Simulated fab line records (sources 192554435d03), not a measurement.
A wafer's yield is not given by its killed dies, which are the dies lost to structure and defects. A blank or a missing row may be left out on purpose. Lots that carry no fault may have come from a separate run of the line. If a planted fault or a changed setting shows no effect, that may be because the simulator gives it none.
fab line records | flow n5_finfet
record: lots: 10 wafers: 28 last_day: 18
route steps=1938 shown HKMG_FIN@430 BEOL_M4@1111 PASSIVATION@1936
lots that met no fault: taken from a fault-free run of the same line
start_h: start of the lot's first displayed wafer, in hours after the record's first day | wait_h: time in hours since the lot's previous step | " the same as in the row above | L1.1+2: a single row standing in for several wafers | - no value present, or no start provided | * or withheld: withheld | < > ~ a bound
route shown NAME@n: names a module that has steps shown in the file, with the first one's number in the route | usual: mean/standard deviation of fault-free wafers | same: alike in all rows | chamber/n: place in a boat | sites: readings site by site | _std_site: the values' standard deviation | _edge_site: the outer-site mean with the inner-site mean subtracted | radius_mm: for every site, how far away it sits from the centre of the wafer | mask NAME#n: copy n | behind: the last tool/chamber to shape the wafer | hold: reason for holding the lot/hours on hold/outcome of the hold | device: transistor that didn't switch, given as n, p or np | end of line: the tests these same wafers got at the end of their route | for a step that has no rows: nothing shown but its recipe | killed: the dies lost at the first sort to structure and to defects; this is not the yield of the wafer | map: dies across one wafer; x = killed, . = not, _ = none there
set.NAME: the setting as run; set.NAME@STEP: as run at that earlier step | model.NAME: the simulator's own value behind a step, which no gauge read
a sample of lots followed through the steps of the route, with each step as a table and each wafer as a row
services: the hour from which a tool's chamber was out of use, counted from the record's first day as start_h (under 0 if before that day), plus the number of hours and why
== steps ==
step: N5_HKMG_FIN_CD_MEAS_12
recipe: target_cd_nm: 92.8 landing_energy_ev: 500 detector: se_inlens
usual: cd_nm: 92.7/0.8
same: landing_energy_ev: 500
columns lot.wafer tool chamber start_h wait_h cd_nm
L861.1 cd_sem-01 0 85.64 - 92.9
L861.2 " 0 " " 92.0
L861.4 " 0 " " 91.7
L865.3 cd_sem-02 0 104.98 - 94.2
L865.4 " 0 " " 93.8
L865.6 " 0 " " 93.5
L866.1 cd_sem-01 0 111.36 - 93.0
L866.3 " 0 " " 93.5
L866.4 " 0 " " 92.3
L868.3 cd_sem-02 0 126.84 - 91.8
L868.4 " 0 " " 91.4
L868.6 " 0 " " 91.8
L870.2 cd_sem-01 0 136.07 - 92.4
L870.4 " 0 " " 93.2
L870.6 " 0 " " 91.7
L874.1 cd_sem-03 0 160.28 - 91.6
L874.2 " 0 " " 91.8
L874.3 " 0 " " 93.5
L875.2 cd_sem-02 0 167.87 - 93.5
L875.4 " 0 " " 91.9
L875.6 " 0 " " 92.0
L877.1 cd_sem-02 0 177.24 - 93.5
L877.4 " 0 " " 92.7
L882.4 cd_sem-03 0 211.47 - 94.7
L882.5 " 0 " " 93.2
L882.6 " 0 " " 92.8
L883.2 cd_sem-02 0 215.20 - 92.7
L883.4 " 0 " " 91.9
step: N5_HKMG_FIN_ALD_91
recipe: material: TiN target_thk_a: 10 temp_c: 400 ald_precursor_family: TiCl4 ald_co_reactant: NH3 pulse_time_s: 1 purge_time_s: 3 co_reactant_purge_time_s: 2 co_reactant_pulse_time_s: 2 ald_cycles: 47 pressure_torr: 3
usual: ald_cycles: 47/0 chamber_pressure_Torr: 3.001/0.0061 heater_power_outer_w: 546/55 heater_power_w: 887/100 precursor_pulse_height_rel: 1.001/0.019
columns lot.wafer tool chamber start_h wait_h ald_cycles chamber_pressure_Torr heater_power_outer_w heater_power_w precursor_pulse_height_rel
L861.1 ald_metal-03 2 86.70 0.3 47 2.994 539 952 0.984
L861.2 " 3 " " 47 2.998 495 745 0.985
L861.4 " 0 " " 47 3.002 560 876 1.039
L865.3 ald_metal-03 1 106.04 0.1 47 2.991 639 1042 1.014
L865.4 " 2 " " 47 2.999 554 959 0.970
L865.6 " 2 " " 47 2.994 565 964 0.980
L866.1 ald_metal-03 2 113.10 0.3 47 2.993 561 966 0.997
L866.3 " 1 " " 47 2.996 635 1035 1.022
L866.4 " 3 " " 47 3.006 488 745 1.040
L868.3 ald_metal-03 1 127.91 0.1 44 3.008 638 1044 0.977
L868.4 " 2 " " 47 2.992 560 964 1.004
L868.6 " 2 " " 47 2.992 547 955 1.046
L870.2 ald_metal-03 2 137.39 0.3 44 2.992 552 950 0.975
L870.4 " 3 " " 47 3.009 487 765 0.991
L870.6 " 3 " " 47 3.003 499 733 0.989
L874.1 ald_metal-02 1 161.34 0.3 47 3.006 525 873 1.016
L874.2 " 2 " " 47 2.996 533 819 1.009
L874.3 " 3 " " 47 2.997 558 907 0.991
L875.2 ald_metal-02 1 169.36 0.6 47 3.000 519 864 1.002
L875.4 " 3 " " 47 3.003 578 915 0.997
L875.6 " 0 " " 47 3.004 539 860 1.005
L877.1 ald_metal-04 2 178.31 0.3 47 2.998 483 748 1.017
L877.4 " 1 " " 47 2.997 547 968 1.005
L882.4 ald_metal-03 1 212.53 0.1 47 2.995 635 1012 1.017
L882.5 " 1 " " 47 2.999 642 1035 1.015
L882.6 " 0 " " 47 3.009 547 880 1.007
L883.2 ald_metal-03 1 216.27 0.3 47 2.994 644 1018 0.994
L883.4 " 0 " " 47 2.998 566 882 0.998
step: N5_HKMG_FIN_STRIP_89
recipe: chemistry: N2/H2 material: SOC time_s: 20 power_w: 500 temp_c: 40 pressure_mtorr: 50 rf_frequency_hz: 6e+07 bias_power_w: 8 h2_frac: 0.5 n2_flow_sccm: 300 h2_flow_sccm: 300
usual: drypump_motor_current_A: 5.9/0.41 oes_product_au: 0.80/0.11 rf_vpp_V: 54.5/0.89 showerhead_plenum_p_Torr: 3.40/0.098 throttle_valve_pct: 19.0/0.53
columns lot.wafer tool chamber start_h wait_h drypump_motor_current_A oes_product_au rf_hours_counter_h rf_vpp_V showerhead_plenum_p_Torr throttle_valve_pct
L861.1 rie_diel-06 0 87.10 0.0 5.3 0.70 172 54.4 3.19 18.9
L861.2 " 3 " " 5.7 0.68 242 53.6 3.45 18.8
L861.4 " 2 " " 6.4 0.69 240 53.1 3.43 18.7
L865.3 rie_diel-04 0 106.61 0.0 5.3 0.70 219 55.8 3.44 19.2
L865.4 " 2 " " 5.9 0.84 84 55.0 3.52 18.6
L865.6 " 1 " " 5.4 0.73 - 53.1 3.49 20.1
L866.1 rie_diel-05 2 113.52 0.0 5.7 0.80 99 54.6 3.55 19.4
L866.3 " 0 " " 5.4 0.65 247 55.6 3.33 19.4
L866.4 " 3 " " 6.1 0.70 208 53.8 3.35 19.8
L868.3 rie_diel-05 2 128.31 0.0 5.7 0.79 103 55.1 3.55 19.4
L868.4 " 3 " " 6.1 0.71 - 54.1 3.34 19.8
L868.6 " 1 " " 6.1 0.93 - 55.5 3.43 18.5
L870.2 rie_diel-05 1 137.78 0.0 6.1 0.92 24 54.3 3.43 18.5
L870.4 " 2 " " 5.7 0.78 - 53.0 3.54 19.4
L870.6 " 3 " " 6.1 0.70 - 53.8 3.34 19.8
L874.1 rie_diel-06 3 161.74 0.0 5.7 0.91 15 55.3 3.44 18.4
L874.2 " 1 " " 6.5 0.70 250 53.2 3.42 18.8
L874.3 " 2 " " 6.4 0.96 7 56.6 3.41 18.3
L875.2 rie_diel-05 1 169.76 0.0 6.1 0.89 36 53.6 3.42 18.6
L875.4 " 1 " " 6.1 0.90 - 53.9 3.42 18.6
L875.6 " 3 " " 6.1 0.69 - 56.1 3.33 19.8
L877.1 rie_diel-06 1 178.72 0.0 6.5 1.01 1 55.1 3.42 18.4
L877.4 " 0 " " 5.3 0.69 211 54.3 3.17 18.9
L882.4 rie_diel-06 3 212.93 0.0 5.7 0.88 33 55.5 3.43 18.5
L882.5 " 2 " " 6.4 0.91 - 55.1 3.40 18.3
L882.6 " 1 " " 6.5 0.96 - 55.4 3.41 18.4
L883.2 rie_diel-05 1 216.67 0.0 6.2 0.88 47 55.1 3.41 18.6
L883.4 " 2 " " 5.7 0.76 137 53.1 3.53 19.4
step: N5_HKMG_FIN_NWFM_ALD_20
recipe: material: TiAlC target_thk_a: 20 temp_c: 300 ald_precursor_family: TiCl4 ald_co_reactant: TEA pulse_time_s: 3 purge_time_s: 2 co_reactant_purge_time_s: 2 co_reactant_pulse_time_s: 10 ald_cycles: 7 pressure_torr: 3
usual: ald_cycles: 7/0 chamber_pressure_Torr: 3.000/0.0072 heater_power_outer_w: 277/28 heater_power_w: 497/55 precursor_pulse_height_rel: 0.997/0.021
columns lot.wafer tool chamber start_h wait_h ald_cycles chamber_pressure_Torr heater_power_outer_w heater_power_w precursor_pulse_height_rel
L861.1 ald_metal-04 1 87.69 0.3 7 2.996 278 540 1.032
L861.2 " 0 " " 7 2.988 331 603 0.991
L861.4 " 2 " " 7 2.997 247 416 1.012
L865.3 ald_metal-02 0 107.18 0.1 7 2.996 262 489 1.028
L865.4 " 1 " " 7 2.996 267 490 0.964
L865.6 " 2 " " 7 2.990 272 442 1.027
L866.1 ald_metal-04 0 114.10 0.3 7 2.998 325 571 0.985
L866.3 " 1 " " 7 2.996 278 534 0.976
L866.4 " 2 " " 7 2.999 244 429 1.015
L868.3 ald_metal-04 0 128.88 0.1 7 3.006 329 571 0.997
L868.4 " 3 " " 7 3.005 240 476 0.997
L868.6 " 3 " " 7 2.998 238 450 0.993
L870.2 ald_metal-03 2 138.36 0.3 7 2.994 276 532 1.029
L870.4 " 3 " " 7 2.992 241 416 1.007
L870.6 " 1 " " 7 3.001 326 578 0.959
L874.1 ald_metal-04 1 162.32 0.3 7 2.997 280 537 1.022
L874.2 " 3 " " 7 2.986 235 472 0.997
L874.3 " 0 " " 7 3.000 339 578 0.983
L875.2 ald_metal-02 2 170.33 0.3 7 2.993 270 447 0.995
L875.4 " 3 " " 7 2.991 282 500 0.982
L875.6 " 1 " " 7 2.997 266 479 0.989
L877.1 ald_metal-03 1 179.30 0.3 7 3.010 328 572 0.963
L877.4 " 0 " " 7 3.003 293 475 0.986
L882.4 ald_metal-04 2 213.54 0.1 7 3.010 252 425 1.009
L882.5 " 1 " " 7 2.992 277 549 0.982
L882.6 " 0 " " 7 2.994 329 585 1.001
L883.2 ald_metal-02 0 217.24 0.3 7 3.002 277 479 1.000
L883.4 " 3 " " 7 2.994 286 509 0.995
step: N5_BEOL_M4_RC_MEAS_101
usual: DIBL_N: 36.1/2 DIBL_P: 36.3/2.5 IOFF_N: 0.16/0.037 IOFF_N_LONG: 5.6e-05/2.8e-06 IOFF_P: 0.21/0.039 ION_N: 678/15 ION_P: 465/8.7 SS_N: 71.4/0.7 SS_P: 73.3/0.74 VT_N: 249/3.6 VT_N_LONG: 274.5/2.1 VT_P: -250.0/2.9
columns lot.wafer tool chamber start_h wait_h DIBL_N[mV/V] DIBL_P[mV/V] IOFF_N[nA/um] IOFF_N_LONG[nA/um] IOFF_P[nA/um] ION_N[uA/um] ION_P[uA/um] SS_N[mV/dec] SS_P[mV/dec] VT_N[mV] VT_N_LONG[mV] VT_P[mV]
L861.1 prober-02 0 178.41 0.0 38.3 39.1 0.24 6.62e-05 0.29 711 482 71.9 73.6 241 270.4 -245.8
L861.2 " 0 " " 35.3 35.5 0.16 6.45e-05 0.22 670 465 71.7 71.8 249 271.5 -248.4
L861.4 " 0 " " 35.2 36.0 0.16 6.31e-05 0.23 671 465 71.8 72.8 245 270.9 -249.0
L865.3 prober-02 0 198.11 0.3 36.2 37.4 0.16 5.15e-05 0.21 679 463 71.7 73.2 249 277.5 -253.5
L865.4 " 0 " " 34.6 35.8 0.13 5.09e-05 0.18 671 466 71.1 72.5 256 278.0 -253.8
L865.6 " 0 " " 37.3 39.0 0.19 5.19e-05 0.23 688 467 72.2 74.0 250 276.4 -251.7
L866.1 prober-01 0 198.46 0.1 34.8 35.2 0.14 5.88e-05 0.18 687 470 71.5 72.7 251 272.8 -250.1
L866.3 " 0 " " 34.5 35.1 0.13 5.67e-05 0.17 670 459 71.3 73.1 251 271.2 -251.9
L866.4 " 0 " " 38.4 40.7 0.21 5.62e-05 0.27 687 472 72.4 74.3 244 272.0 -245.6
L868.3 prober-02 0 233.23 0.3 38.9 40.1 0.26 6.54e-05 0.20 692 452 72.3 73.5 242 269.1 -255.4
L868.4 " 0 " " 35.9 37.6 0.15 5.27e-05 0.18 673 453 71.5 72.7 252 276.0 -254.6
L868.6 " 0 " " 36.7 38.4 0.16 5.25e-05 0.19 670 452 72.0 72.8 252 274.6 -253.3
L870.2 prober-02 0 238.91 0.2 34.5 33.9 0.16 6.59e-05 0.18 694 464 71.6 73.5 241 267.5 -251.7
L870.4 " 0 " " 36.6 35.8 0.16 5.46e-05 0.22 685 462 72.0 73.9 246 273.8 -250.9
L870.6 " 0 " " 36.0 35.6 0.16 5.45e-05 0.21 683 465 71.9 73.1 247 274.4 -249.6
L874.1 prober-01 0 268.83 0.0 38.4 37.4 0.20 5.75e-05 0.24 668 460 72.1 74.1 250 273.2 -247.2
L874.2 " 0 " " 33.5 33.7 0.13 5.68e-05 0.19 669 463 70.5 73.0 251 274.2 -248.7
L874.3 " 0 " " 37.6 38.1 0.20 5.66e-05 0.26 702 478 71.5 74.3 245 272.6 -247.0
L875.2 prober-02 0 285.04 0.7 38.7 38.7 0.22 5.39e-05 0.25 690 463 72.0 74.1 246 279.7 -247.5
L875.4 " 0 " " 37.1 37.5 0.20 5.4e-05 0.23 690 469 71.7 72.8 246 272.5 -248.3
L875.6 " 0 " " 38.4 39.5 0.22 5.29e-05 0.27 697 469 72.0 74.3 242 274.2 -247.3
L877.1 prober-02 0 299.15 0.0 35.3 36.6 0.15 5.41e-05 0.21 654 456 71.2 73.1 252 276.7 -249.0
L877.4 " 0 " " 34.1 34.7 0.14 5.69e-05 0.19 674 473 70.5 71.9 251 275.5 -250.6
L883.2 prober-02 0 313.26 0.2 34.2 34.1 0.13 5.24e-05 0.18 676 466 70.1 73.3 251 274.5 -251.3
L883.4 " 0 " " 36.9 37.5 0.16 5.35e-05 0.23 672 468 71.6 74.1 251 274.1 -249.1
L882.4 prober-01 0 325.44 0.5 39.8 41.0 0.25 5.68e-05 0.31 702 476 72.3 74.4 242 273.9 -245.9
L882.5 " 0 " " 36.3 37.9 0.17 5.59e-05 0.25 687 474 71.1 74.2 246 271.5 -244.9
L882.6 " 0 " " 37.8 38.1 0.21 5.7e-05 0.24 689 460 72.4 74.1 244 271.4 -248.1
step: N5_PASSIVATION_PROBE_49
usual: defect_limited_yield: 91.1/1.3 killed_at_M0_to_M3: 32/9.7 killed_at_M4_up: 16/6 killed_at_contacts: 12/5.9 killed_at_front_end: 41/11 killed_at_other: 4/3.1 killed_dies: 104/16 killed_open: 68/12 killed_short: 34/7.4 sort_bin_5_function: 5.1/0.85 sort_bin_6_memory: 3.3/0.66 sort_n_pass: 1075/16 sort_yield_pct: 91.1/1.4
same: gross_dies: 1180 killed_at_back_side: 0 sort_bin_4_leakage[%]: 0 sort_bin_8_speed[%]: 0
columns lot.wafer tool chamber start_h wait_h defect_limited_yield[%] killed_at_M0_to_M3 killed_at_M4_up killed_at_contacts killed_at_front_end killed_at_other killed_dies killed_open killed_short sort_bin_5_function[%] sort_bin_6_memory[%] sort_n_pass sort_yield_pct[%]
L861.1 prober-02 - 291.22 0.0 91.7 25 16 4 50 3 98 65 29 4.5 3.6 1082 91.7
L861.2 prober-02 - 291.27 0.1 93.3 17 11 12 33 6 79 57 19 4.3 2.4 1101 93.3
L861.4 prober-02 - 291.37 0.2 90.6 36 17 18 36 4 111 69 38 5.4 3.6 1069 90.6
L865.3 prober-01 - 314.04 0.1 89.5 40 32 9 39 4 124 71 47 6.6 3.5 1056 89.5
L865.4 prober-01 - 314.09 0.2 90.7 42 22 12 30 4 110 68 39 5.3 3.4 1070 90.7
L865.6 prober-01 - 314.19 0.3 90.8 46 20 2 40 0 108 65 42 5.6 3.2 1072 90.8
L866.1 prober-02 - 319.56 0.2 90.3 34 15 11 51 3 114 80 34 4.4 5.0 1066 90.3
L866.3 prober-02 - 319.66 0.3 89.9 47 14 15 41 2 119 85 32 6.3 3.3 1061 89.9
L866.4 prober-02 - 319.71 0.3 92.4 29 13 11 34 3 90 59 30 4.8 2.6 1090 92.4
L868.3 prober-01 - 332.30 0.1 90.8 19 18 18 48 5 108 57 28 5.0 2.2 1072 90.8
L868.4 prober-01 - 332.35 0.2 91.1 21 20 11 53 0 105 58 46 5.8 2.7 1075 91.1
L868.6 prober-01 - 332.45 0.3 90.4 29 20 15 47 2 113 67 39 5.3 3.4 1067 90.4
L870.2 prober-02 - 346.97 0.1 90.9 25 11 7 61 3 107 47 21 2.9 2.9 1073 90.9
L870.4 prober-02 - 347.07 0.2 91.8 36 12 16 29 4 97 72 23 4.7 3.0 1083 91.8
L870.6 prober-02 - 347.17 0.3 92.5 29 15 12 30 2 88 56 32 4.8 2.3 1092 92.5
L874.1 prober-01 - 370.58 0.0 90.8 28 15 14 51 1 109 66 39 5.6 3.1 1071 90.8
L874.2 prober-01 - 370.63 0.1 91.1 11 30 5 57 2 105 74 27 5.0 3.8 1075 91.1
L874.3 prober-01 - 370.68 0.1 89.6 31 17 15 60 0 123 86 27 5.8 3.7 1057 89.6
L875.2 prober-02 - 399.00 0.1 89.8 45 10 10 55 0 120 81 31 5.7 3.8 1060 89.8
L875.4 prober-02 - 399.10 0.2 88.7 43 11 14 57 8 133 81 48 5.4 4.9 1047 88.7
L875.6 prober-02 - 399.20 0.3 90.2 63 6 11 33 3 116 79 37 6.3 3.3 1064 90.2
L877.1 prober-01 - 399.94 0.0 93.1 18 22 7 35 0 82 54 27 4.8 2.0 1098 93.1
L877.4 prober-01 - 400.09 0.2 94.2 16 13 5 31 3 68 41 26 3.6 2.1 1112 94.2
L882.4 prober-01 - 430.62 0.2 91.5 35 13 8 32 12 100 60 34 4.9 2.9 1080 91.5
L882.5 prober-01 - 430.67 0.2 89.9 36 20 7 49 7 119 68 43 4.9 3.8 1061 89.9
L882.6 prober-01 - 430.72 0.3 90.7 30 25 10 35 10 110 77 32 5.3 3.8 1070 90.7
L883.2 prober-02 - 442.78 0.6 89.1 38 13 13 60 5 129 87 34 6.8 3.1 1051 89.1
L883.4 prober-02 - 442.88 0.7 91.1 40 9 8 48 0 105 60 43 5.1 3.5 1075 91.1
killed by level:class
L861.1 FIN_SAQP:geometric_particle:short=12 DUMMY_GATE:geometric_particle:open=11 FIN_SAQP:geometric_particle:open=8 STI_FIN_REVEAL:geometric_particle:open=6 BEOL_M1:geometric_particle:open=5 MOL_CONTACT_COAG:geometric_particle:open=4 BEOL_M2:geometric_particle:open=4 BEOL_M5:geometric_particle:open=4
L861.2 MOL_CONTACT_COAG:geometric_particle:open=10 FIN_SAQP:geometric_particle:open=6 FIN_SAQP:geometric_particle:short=5 STI_FIN_REVEAL:geometric_particle:open=5 DUMMY_GATE:geometric_particle:open=5 GATE_CUT:geometric_particle:open=5 BEOL_M0:geometric_particle:open=4 BEOL_M7:geometric_particle:open=4
L861.4 MOL_CONTACT_COAG:geometric_particle:open=15 BEOL_M1:geometric_particle:open=10 STI_FIN_REVEAL:geometric_particle:open=8 BEOL_M0_SAQP:geometric_particle:short=6 GATE_CUT:geometric_particle:open=5 BEOL_M0:geometric_particle:open=5 FIN_SAQP:geometric_particle:short=4 FIN_SAQP:geometric_particle:open=4
L865.3 BEOL_M4:geometric_particle:open=10 BEOL_M0_SAQP:geometric_particle:short=8 MOL_CONTACT_COAG:geometric_particle:open=8 FIN_SAQP:geometric_particle:short=7 FIN_SAQP:geometric_particle:open=7 BEOL_M1:geometric_particle:open=7 GATE_CUT:geometric_particle:short=6 BEOL_M2:geometric_particle:open=6
L865.4 BEOL_M3:geometric_particle:open=12 BEOL_M0_SAQP:geometric_particle:open=9 MOL_CONTACT_COAG:geometric_particle:open=8 GATE_CUT:geometric_particle:short=7 BEOL_M1:geometric_particle:open=6 FIN_SAQP:geometric_particle:short=5 FIN_SAQP:geometric_particle:open=4 BEOL_M1:geometric_particle:short=4
L865.6 BEOL_M0_SAQP:geometric_particle:short=16 BEOL_M4:geometric_particle:open=10 FIN_SAQP:geometric_particle:short=8 BEOL_M0_SAQP:geometric_particle:open=8 BEOL_M2:geometric_particle:open=7 STI_FIN_REVEAL:geometric_particle:open=6 BEOL_M3:geometric_particle:open=6 FIN_SAQP:geometric_particle:open=5
L866.1 FIN_SAQP:geometric_particle:short=13 BEOL_M1:geometric_particle:open=13 FIN_SAQP:geometric_particle:open=10 STI_FIN_REVEAL:geometric_particle:open=9 BEOL_M2:geometric_particle:open=9 MOL_CONTACT_COAG:geometric_particle:open=8 BEOL_M3:geometric_particle:open=6 BEOL_M4:geometric_particle:open=6
L866.3 MOL_CONTACT_COAG:geometric_particle:open=12 BEOL_M1:geometric_particle:open=11 FIN_SAQP:geometric_particle:open=11 BEOL_M2:geometric_particle:open=9 STI_FIN_REVEAL:geometric_particle:open=8 BEOL_M3:geometric_particle:open=8 FIN_SAQP:geometric_particle:short=7 BEOL_M4:geometric_particle:open=7
L866.4 BEOL_M1:geometric_particle:open=11 FIN_SAQP:geometric_particle:short=9 MOL_CONTACT_COAG:geometric_particle:open=9 FIN_SAQP:geometric_particle:open=6 BEOL_M5:geometric_particle:open=6 BEOL_M0_SAQP:geometric_particle:short=5 DUMMY_GATE:geometric_particle:open=4 GATE_CUT:geometric_particle:open=4
L868.3 HKMG_FIN:area_ald=21 MOL_CONTACT_COAG:geometric_particle:open=15 FIN_SAQP:geometric_particle:short=11 BEOL_M4:geometric_particle:open=8 BEOL_M0_SAQP:geometric_particle:open=6 FIN_SAQP:geometric_particle:open=4 ILD0:geometric_particle:open=3 MOL_CONTACT_COAG:geometric_particle:short=3
L868.4 FIN_SAQP:geometric_particle:short=20 MOL_CONTACT_COAG:geometric_particle:open=10 BEOL_M4:geometric_particle:open=8 FIN_SAQP:geometric_particle:open=6 STARTING-WAFER:geometric_particle:short=5 BEOL_M2:geometric_particle:open=4 GATE_CUT:geometric_particle:short=4 BEOL_M0_SAQP:geometric_particle:open=4
L868.6 FIN_SAQP:geometric_particle:short=13 MOL_CONTACT_COAG:geometric_particle:open=13 FIN_SAQP:geometric_particle:open=9 BEOL_M0_SAQP:geometric_particle:short=9 DUMMY_GATE:geometric_particle:open=8 BEOL_M2:geometric_particle:open=6 BEOL_M0_SAQP:geometric_particle:open=5 BEOL_M4:geometric_particle:short=4
L870.2 HKMG_FIN:area_ald=32 BEOL_M1:geometric_particle:open=8 STI_FIN_REVEAL:geometric_particle:open=5 MOL_CONTACT_COAG:geometric_particle:open=5 BEOL_M0:geometric_particle:open=5 HKMG_FIN:area_etch=4 STI_FIN_REVEAL:geometric_particle:short=3 GATE_CUT:geometric_particle:open=3
L870.4 STI_FIN_REVEAL:geometric_particle:open=16 MOL_CONTACT_COAG:geometric_particle:open=15 BEOL_M0_SAQP:geometric_particle:open=9 BEOL_M0_SAQP:geometric_particle:short=7 BEOL_M3:geometric_particle:open=7 BEOL_M4:geometric_particle:open=5 FIN_SAQP:geometric_particle:short=4 BEOL_M1:geometric_particle:open=4
L870.6 MOL_CONTACT_COAG:geometric_particle:open=11 BEOL_M0_SAQP:geometric_particle:short=9 STI_FIN_REVEAL:geometric_particle:open=7 BEOL_M8:geometric_particle:open=7 FIN_SAQP:geometric_particle:short=6 GATE_CUT:geometric_particle:short=6 BEOL_M3:geometric_particle:open=6 BEOL_M1:geometric_particle:open=5
L874.1 FIN_SAQP:geometric_particle:open=17 FIN_SAQP:geometric_particle:short=15 MOL_CONTACT_COAG:geometric_particle:open=12 BEOL_M2:geometric_particle:open=10 BEOL_M4:geometric_particle:open=7 BEOL_M0_SAQP:geometric_particle:short=6 BEOL_M2:geometric_particle:short=5 GATE_CUT:geometric_particle:open=4
L874.2 BEOL_M4:geometric_particle:open=17 FIN_SAQP:geometric_particle:open=16 FIN_SAQP:geometric_particle:short=13 MOL_CONTACT_COAG:geometric_particle:open=5 STI_FIN_REVEAL:geometric_particle:open=5 GATE_CUT:geometric_particle:open=5 STARTING-WAFER:geometric_particle:open=5 BEOL_M5:geometric_particle:open=5
L874.3 FIN_SAQP:geometric_particle:open=12 MOL_CONTACT_COAG:geometric_particle:open=11 BEOL_M2:geometric_particle:open=11 STI_FIN_REVEAL:geometric_particle:open=10 HKMG_FIN:area_etch=9 FIN_SAQP:geometric_particle:short=7 BEOL_M1:geometric_particle:open=7 DUMMY_GATE:geometric_particle:open=6
L875.2 FIN_SAQP:geometric_particle:open=14 BEOL_M3:geometric_particle:open=12 BEOL_M0_SAQP:geometric_particle:open=11 FIN_SAQP:geometric_particle:short=10 BEOL_M2:geometric_particle:open=9 HKMG_FIN:area_etch=8 MOL_CONTACT_COAG:geometric_particle:open=7 BEOL_M0_SAQP:geometric_particle:short=7
L875.4 FIN_SAQP:geometric_particle:open=14 MOL_CONTACT_COAG:geometric_particle:open=13 BEOL_M0_SAQP:geometric_particle:short=13 BEOL_M2:geometric_particle:open=11 FIN_SAQP:geometric_particle:short=10 BEOL_M0_SAQP:geometric_particle:open=7 BEOL_M3:geometric_particle:open=5 STI_FIN_REVEAL:geometric_particle:open=4
L875.6 BEOL_M2:geometric_particle:open=16 BEOL_M0_SAQP:geometric_particle:short=14 BEOL_M0_SAQP:geometric_particle:open=13 FIN_SAQP:geometric_particle:open=11 MOL_CONTACT_COAG:geometric_particle:open=10 FIN_SAQP:geometric_particle:short=8 BEOL_M3:geometric_particle:open=8 STI_FIN_REVEAL:geometric_particle:open=4
L877.1 BEOL_M3:geometric_particle:open=7 FIN_SAQP:geometric_particle:short=6 BEOL_M4:geometric_particle:open=6 DUMMY_GATE:geometric_particle:open=5 MOL_CONTACT_COAG:geometric_particle:open=5 BEOL_M2:geometric_particle:open=5 STARTING-WAFER:geometric_particle:open=5 GATE_CUT:geometric_particle:short=4
L877.4 FIN_SAQP:geometric_particle:short=9 DUMMY_GATE:geometric_particle:open=7 MOL_CONTACT_COAG:geometric_particle:open=4 BEOL_M3:geometric_particle:open=4 GATE_CUT:geometric_particle:short=3 BEOL_M1:geometric_particle:open=3 BEOL_M3:geometric_particle:short=3 BEOL_M5:geometric_particle:open=3
L882.4 BEOL_M3:geometric_particle:open=11 FIN_SAQP:geometric_particle:open=8 MOL_CONTACT_COAG:geometric_particle:open=7 BEOL_M0_SAQP:geometric_particle:short=6 BEOL_M4:geometric_particle:open=6 HKMG_FIN:area_etch=6 FIN_SAQP:geometric_particle:short=4 BEOL_M0_SAQP:geometric_particle:open=4
L882.5 FIN_SAQP:geometric_particle:short=10 BEOL_M3:geometric_particle:open=9 STI_FIN_REVEAL:geometric_particle:open=8 BEOL_M4:geometric_particle:open=8 HKMG_FIN:area_etch=8 BEOL_M2:geometric_particle:short=6 BEOL_M0_SAQP:geometric_particle:short=5 DUMMY_GATE:geometric_particle:open=5
L882.6 FIN_SAQP:geometric_particle:short=13 BEOL_M4:geometric_particle:open=12 MOL_CONTACT_COAG:geometric_particle:open=10 BEOL_M3:geometric_particle:open=9 BEOL_M2:geometric_particle:open=7 BEOL_M0_SAQP:geometric_particle:short=6 FIN_SAQP:geometric_particle:open=5 STARTING-WAFER:geometric_particle:open=5
L883.2 FIN_SAQP:geometric_particle:open=18 FIN_SAQP:geometric_particle:short=14 MOL_CONTACT_COAG:geometric_particle:open=11 STI_FIN_REVEAL:geometric_particle:open=8 BEOL_M0_SAQP:geometric_particle:open=8 HKMG_FIN:area_etch=8 BEOL_M1:geometric_particle:open=7 BEOL_M3:geometric_particle:open=7
L883.4 STI_FIN_REVEAL:geometric_particle:open=12 BEOL_M0_SAQP:geometric_particle:short=12 FIN_SAQP:geometric_particle:short=9 FIN_SAQP:geometric_particle:open=9 BEOL_M1:geometric_particle:open=8 DUMMY_GATE:geometric_particle:open=6 MOL_CONTACT_COAG:geometric_particle:open=6 BEOL_M2:geometric_particle:open=5
== services ==
columns tool chamber start_h hours kind
rie_diel-04 1 64.66 7.4 repair
rie_diel-06 0 80.80 5.8 repair
ald_metal-02 2 84.62 7.1 repair
rie_diel-05 1 102.88 4.1 repair
rie_diel-06 3 109.47 - clean
rie_diel-06 3 109.47 - consumable_replace:focus_ring
rie_diel-06 3 109.47 17.5 scheduled_down
rie_diel-06 3 109.47 17.5 vent_cycle
rie_diel-05 0 124.16 - clean
rie_diel-05 0 124.16 - consumable_replace:focus_ring
rie_diel-05 0 124.16 14.1 scheduled_down
rie_diel-05 0 124.16 14.1 vent_cycle
rie_diel-06 2 127.08 - clean
rie_diel-06 2 127.08 - consumable_replace:focus_ring
rie_diel-06 2 127.08 14.0 scheduled_down
ald_metal-03 - 129.05 2.8 pm
ald_metal-04 - 143.52 6.0 pm
ald_metal-02 1 151.25 1.7 repair
ald_metal-02 - 151.83 8.7 pm
rie_diel-05 0 167.07 5.0 repair
rie_diel-04 2 175.54 3.6 repair
ald_metal-02 - 178.46 6.0 pm
rie_diel-05 1 183.42 12.0 repair
rie_diel-05 - 205.16 0.7 repair
== key ==
first_sign: step: N5_HKMG_FIN_ALD_91 reading: ald_cycles direction: down sigmas: 99+ usual: * struck: *
effect: step: N5_BEOL_M4_RC_MEAS_101 reading: IOFF_N_LONG direction: up sigmas: 3.5 usual: 5.6e-05 struck: 6.57e-05
effect: step: N5_BEOL_M4_RC_MEAS_101 reading: VT_N_LONG direction: down sigmas: 3 usual: 274.5 struck: 268.3
more_kills_born_at: N5_HKMG_FIN_ALD_91@ald_metal-03: 53
met_at N5_HKMG_FIN_ALD_91
struck_lots L868,L870
struck_wafers L868.3,L870.2
not_acting_at N5_HKMG_FIN_CD_MEAS_12,N5_HKMG_FIN_STRIP_89,N5_HKMG_FIN_NWFM_ALD_20
onset_between 113.10 127.91
fault: kind: process_parameter_drift tool: ald_metal-03 chamber: - onset_h: 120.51 steps: N5_HKMG_FIN_ALD_91 channel: ald_cycles offset: * shape: step end_h: 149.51 scope: struck_wafers_only acts_in: * stated: *
